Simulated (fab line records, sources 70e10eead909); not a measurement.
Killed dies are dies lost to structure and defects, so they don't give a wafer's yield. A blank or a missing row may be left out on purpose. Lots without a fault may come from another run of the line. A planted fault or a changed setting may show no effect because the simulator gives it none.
Which tool did it? | flow nand_harc | 14 lots, 42 wafers sampled, at 5 steps of a route of 1159

WHAT THE GAUGES READ, wafer by wafer
NHARC_THIN_TSV_THK_MEAS_02: measures by ir. Usual: thk_nm 3068 nm, standard deviation 200.
lot  | measured     | on            | thk_nm (nm)    | flag
L363 | day 19 14:44 | film_metro-02 | 2810 3099 3273 |
L362 | day 19 17:10 | film_metro-01 | 2966 3044 3216 |
L366 | day 19 18:45 | film_metro-02 | 3326 3242 3069 |
L367 | day 19 23:13 | film_metro-02 | 3381 3081 3372 |
L368 | day 20 03:55 | film_metro-01 | 3225 3174 3071 |
L371 | day 20 12:11 | film_metro-01 | 2972 2888 3075 |
L369 | day 20 11:01 | film_metro-02 | 2936 2730 2791 |
L370 | day 20 19:55 | film_metro-02 | 2954 3117 2777 |
L373 | day 21 06:35 | film_metro-02 | 3204 3352 3212 |
L375 | day 21 13:40 | film_metro-02 | 2753 2880 2805 |
L377 | day 22 20:08 | film_metro-02 | 3522 3476 3157 |
L381 | day 22 21:23 | film_metro-01 | 3372 2976 3052 |
L382 | day 23 03:30 | film_metro-01 | 3196 3073 3437 |
L384 | day 24 00:02 | film_metro-01 | 3077 3054 3300 |

NHARC_END_SORT_01. Usual: killed_at_array 28, standard deviation 11; killed_at_other 0.8, standard deviation 1.3; killed_at_periphery 3.6, standard deviation 2.5; killed_dies 32, standard deviation 11; killed_open 3.0, standard deviation 1.8; killed_short 2.0, standard deviation 1.5.
lot  | measured     | on        | killed_at_array | killed_at_other | killed_at_periphery | killed_dies | killed_open | killed_short | flag
L381 | day 23 19:44 | prober-02 | 97 129 125      | 2 4 3           | 6 5 6               | 105 138 134 | 3 2 5       | 5 4 1        | OFF
L382 | day 23 19:52 | prober-01 | 121 100 108     | 0 1 2           | 3 1 1               | 124 102 111 | 2 1 0       | 2 2 2        | OFF

WHICH TOOL RAN EACH LOT (tool, then ch and the chambers of the sampled wafers, then the start)
lot  | NHARC_A_CONTACT_STRIP_108          | NHARC_THIN_TSV_ETCH_15           | NHARC_THIN_TSV_DESCUM_35
L363 | rie_diel-01 ch 0,1,3, day 17 02:17 | rie_si-04 ch 0,1,2, day 19 16:37 | rie_diel-05 ch 1,2,3, day 19 22:01
L362 | rie_diel-07 ch 0,1, day 17 04:05   | rie_si-01 ch 0,2,3, day 19 19:07 | rie_diel-09 ch 0,2,3, day 20 00:28
L366 | rie_diel-07 ch 0,1, day 17 11:01   | rie_si-06 ch 0,1,3, day 19 20:33 | rie_diel-05 ch 2,3, day 20 02:05
L367 | rie_diel-11 ch 0,1,3, day 18 06:25 | rie_si-01 ch 0,3, day 20 01:05   | rie_diel-09 ch 0,1, day 20 06:32
L368 | rie_diel-01 ch 0,1,3, day 18 14:24 | rie_si-06 ch 0,3, day 20 05:40   | rie_diel-13 ch 0,1,2, day 20 10:56
L371 | rie_diel-11 ch 1,3, day 18 23:26   | rie_si-04 ch 1,3, day 20 14:04   | rie_diel-13 ch 1,2, day 20 19:19
L369 | rie_diel-01 ch 0,3, day 19 06:52   | rie_si-06 ch 0,2, day 20 13:05   | rie_diel-09 ch 0,1,3, day 20 18:39
L370 | rie_diel-07 ch 0,1,3, day 19 08:12 | rie_si-04 ch 0,1,3, day 20 21:48 | rie_diel-05 ch 1,2,3, day 21 03:12
L373 | rie_diel-07 ch 1,2,3, day 19 16:08 | rie_si-06 ch 1,2,3, day 21 08:27 | rie_diel-13 ch 0,1,3, day 21 13:46
L375 | rie_diel-01 ch 0,1,2, day 19 19:04 | rie_si-06 ch 0,2,3, day 21 15:34 | rie_diel-09 ch 0,2,3, day 21 21:12
L377 | rie_diel-07 ch 0,1,2, day 21 02:22 | rie_si-04 ch 0,1,3, day 22 22:02 | rie_diel-05 ch 0,1,2, day 23 03:17
L381 | rie_diel-07 ch 0,1,2, day 21 14:17 | rie_si-01 ch 0,2,3, day 22 23:27 | rie_diel-13 ch 0,1,3, day 23 04:45
L382 | rie_diel-07 ch 0,2,3, day 21 15:11 | rie_si-06 ch 0,3, day 23 05:23   | rie_diel-13 ch 0,1, day 23 10:40
L384 | rie_diel-01 ch 1,3, day 22 11:23   | rie_si-04 ch 0,1, day 24 01:47   | rie_diel-13 ch 0,3, day 24 07:17
- NHARC_A_CONTACT_STRIP_108: strips in CF4/CHF3.
- NHARC_THIN_TSV_ETCH_15: target depth 3000 nm, bosch target overetch cycles 2, bosch etch step 2.8 s.
- NHARC_THIN_TSV_DESCUM_35: chemistry O2, time 3 s.

WHAT THE TOOLS THEMSELVES READ (means of the sampled wafers that have a number; where no wafer has one, the mark that the record gives instead)
NHARC_THIN_TSV_ETCH_15. Usual: drypump_motor_current_A 5.8 A, standard deviation 0.55.
lot  | tool      | drypump_motor_current_A (A) | flag
L363 | rie_si-04 | 5.5                         |
L362 | rie_si-01 | 5.7                         |
L366 | rie_si-06 | 6.1                         |
L367 | rie_si-01 | 5.4                         |
L368 | rie_si-06 | 6.5                         |
L371 | rie_si-04 | 5.6                         |
L369 | rie_si-06 | 6.0                         |
L370 | rie_si-04 | 5.8                         |
L373 | rie_si-06 | 6.2                         |
L375 | rie_si-06 | 6.3                         |
L377 | rie_si-04 | 5.8                         |
L381 | rie_si-01 | 5.7                         |
L382 | rie_si-06 | 6.5                         |
L384 | rie_si-04 | 5.8                         |

NHARC_THIN_TSV_DESCUM_35. Usual: drypump_motor_current_A 5.8 A, standard deviation 0.57; oes_product_au 1.001 a.u., standard deviation 0.008; rf_vpp_V 57.8 V, standard deviation 0.85; showerhead_plenum_p_Torr 1.92 Torr, standard deviation 0.087; throttle_valve_pct 11.311 %, standard deviation 0.0087.
lot  | tool        | drypump_motor_current_A (A) | oes_product_au (a.u.) | rf_vpp_V (V) | showerhead_plenum_p_Torr (Torr) | throttle_valve_pct (%) | flag
L363 | rie_diel-05 | 5.9                         | 1.006                 | 56.4         | 1.89                            | 11.309                 |
L362 | rie_diel-09 | 5.7                         | 1.003                 | 57.4         | 1.95                            | 11.308                 |
L366 | rie_diel-05 | 6.4                         | 0.996                 | 58.1         | 1.91                            | 11.304                 |
L367 | rie_diel-09 | 5.5                         | 0.998                 | 58.1         | 1.95                            | 11.305                 |
L368 | rie_diel-13 | 5.6                         | 1.004                 | 58.0         | 1.94                            | 11.307                 |
L371 | rie_diel-13 | 5.4                         | 1.002                 | 58.0         | 1.98                            | 11.311                 |
L369 | rie_diel-09 | 5.9                         | 1.002                 | 58.0         | 1.95                            | 11.312                 |
L370 | rie_diel-05 | 5.9                         | 1.005                 | 57.6         | 1.89                            | 11.314                 |
L373 | rie_diel-13 | 5.6                         | 0.999                 | 58.1         | 1.96                            | 11.312                 |
L375 | rie_diel-09 | 5.7                         | 1.002                 | 58.5         | 1.95                            | 11.315                 |
L377 | rie_diel-05 | 6.0                         | 1.012                 | 57.9         | 1.83                            | 11.302                 |
L381 | rie_diel-13 | 5.6                         | 1.000                 | 58.0         | 1.96                            | 11.312                 |
L382 | rie_diel-13 | 5.4                         | 0.990                 | 58.7         | 1.95                            | 11.311                 |
L384 | rie_diel-13 | 5.9                         | 0.996                 | 58.0         | 1.90                            | 11.312                 |

THE ANSWER, worked out from the rows above alone
Rule: a lot is off if the mean of its wafers that have a number lies more than 3 standard deviations from the usual mean. A lot without any number at a reading at which 4 lots or more have one is off too. The other lots that the step has rows for count as sound. The gauges are gone through in route order, then the tools' own readings, and for those a lot's mean is taken as printed above. The first step at which some lot is off is used, and at that step the reading that is off furthest; a lot without a number counts as furthest.
Off: L381, L382, at NHARC_END_SORT_01 (killed_dies). Neither off nor sound, because the step has no rows for them: L363, L362, L366, L367, L368, L371, L369, L370, L373, L375, L377, L384.
A tool fits if, at a process step before that reading, it ran every lot that is off, and no sound lot after the first of them. The gauges at NHARC_END_SORT_01 are tried like those tools. Can't be told from this: 2 tools fit, rie_diel-07 at NHARC_A_CONTACT_STRIP_108, rie_diel-13 at NHARC_THIN_TSV_DESCUM_35.

WHAT THE SIMULATOR HAD PUT IN
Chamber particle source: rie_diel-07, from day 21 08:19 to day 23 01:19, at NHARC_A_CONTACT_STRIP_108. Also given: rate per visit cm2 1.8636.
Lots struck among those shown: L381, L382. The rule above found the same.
